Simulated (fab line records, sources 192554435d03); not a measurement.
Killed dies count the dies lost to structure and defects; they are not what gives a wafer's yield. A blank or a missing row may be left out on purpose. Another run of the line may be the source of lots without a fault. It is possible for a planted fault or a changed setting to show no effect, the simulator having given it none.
Chamber matching / flow n5_finfet / N5_BEOL_M1_ALD_84 on ald_metal-01 has 4 sister chambers
The step deposits TaN, pulse time 2 s, purge time 3 s, co reactant purge time 2 s. 14 wafers are shown with their chamber, then 7 later ones without.

EACH WAFER AND ITS CHAMBER
wafer=L076.3; chamber=0; heater_power_w (W)=413; heater_power_outer_w (W)=209
wafer=L076.5; chamber=2; heater_power_w (W)=368; heater_power_outer_w (W)=209
wafer=L076.6; chamber=3; heater_power_w (W)=410; heater_power_outer_w (W)=236
wafer=L078.1; chamber=0; heater_power_w (W)=412; heater_power_outer_w (W)=207
wafer=L078.3; chamber=3; heater_power_w (W)=408; heater_power_outer_w (W)=228
wafer=L078.4; chamber=1; heater_power_w (W)=373; heater_power_outer_w (W)=216
wafer=L082.4; chamber=2; heater_power_w (W)=372; heater_power_outer_w (W)=208
wafer=L082.5; chamber=3; heater_power_w (W)=411; heater_power_outer_w (W)=229
wafer=L082.6; chamber=0; heater_power_w (W)=410; heater_power_outer_w (W)=212
wafer=L085.2; chamber=2; heater_power_w (W)=367; heater_power_outer_w (W)=203
wafer=L085.3; chamber=0; heater_power_w (W)=405; heater_power_outer_w (W)=213
wafer=L085.5; chamber=0; heater_power_w (W)=398; heater_power_outer_w (W)=211
wafer=L086.1; chamber=1; heater_power_w (W)=365; heater_power_outer_w (W)=213
wafer=L086.3; chamber=2; heater_power_w (W)=369; heater_power_outer_w (W)=204

SIGNATURES, as means of the wafers listed above
reading=heater_power_w; chamber 0=407.60; chamber 1=369.00; chamber 2=369.00; chamber 3=409.67; scatter within a chamber=4.52
reading=heater_power_outer_w; chamber 0=210.40; chamber 1=214.50; chamber 2=206.00; chamber 3=231.00; scatter within a chamber=3.03
Rule: for a wafer and a chamber, the distance is found by dividing, reading by reading, the gap between the wafer's reading and the chamber's mean by the reading's scatter, squaring, summing and taking the root. If the next closest chamber is less than 2 further off than the closest, the wafer can't be placed; otherwise it belongs to the closest. The scatter: take each reading less its chamber's mean, square it, sum over the shown wafers, divide by the number of wafers less the number of chambers, and take the root.

WAFERS WHOSE CHAMBER IS MISSING
wafer=L086.5; heater_power_w (W)=411; heater_power_outer_w (W)=206
wafer=L087.1; heater_power_w (W)=368; heater_power_outer_w (W)=220
wafer=L087.3; heater_power_w (W)=398; heater_power_outer_w (W)=209
wafer=L087.6; heater_power_w (W)=365; heater_power_outer_w (W)=216
wafer=L095.1; heater_power_w (W)=361; heater_power_outer_w (W)=217
wafer=L095.4; heater_power_w (W)=374; heater_power_outer_w (W)=203
wafer=L095.5; heater_power_w (W)=396; heater_power_outer_w (W)=209

THE CHAMBER EACH PASSED THROUGH
wafer=L086.5; from the rows above=0; in truth=0
wafer=L087.1; from the rows above=1; in truth=1
wafer=L087.3; from the rows above=0; in truth=0
wafer=L087.6; from the rows above=1; in truth=1
wafer=L095.1; from the rows above=1; in truth=1
wafer=L095.4; from the rows above=2; in truth=2
wafer=L095.5; from the rows above=0; in truth=0
7 of 7 placed correctly. Number that these rows cannot place: 0. Placed wrongly: 0.
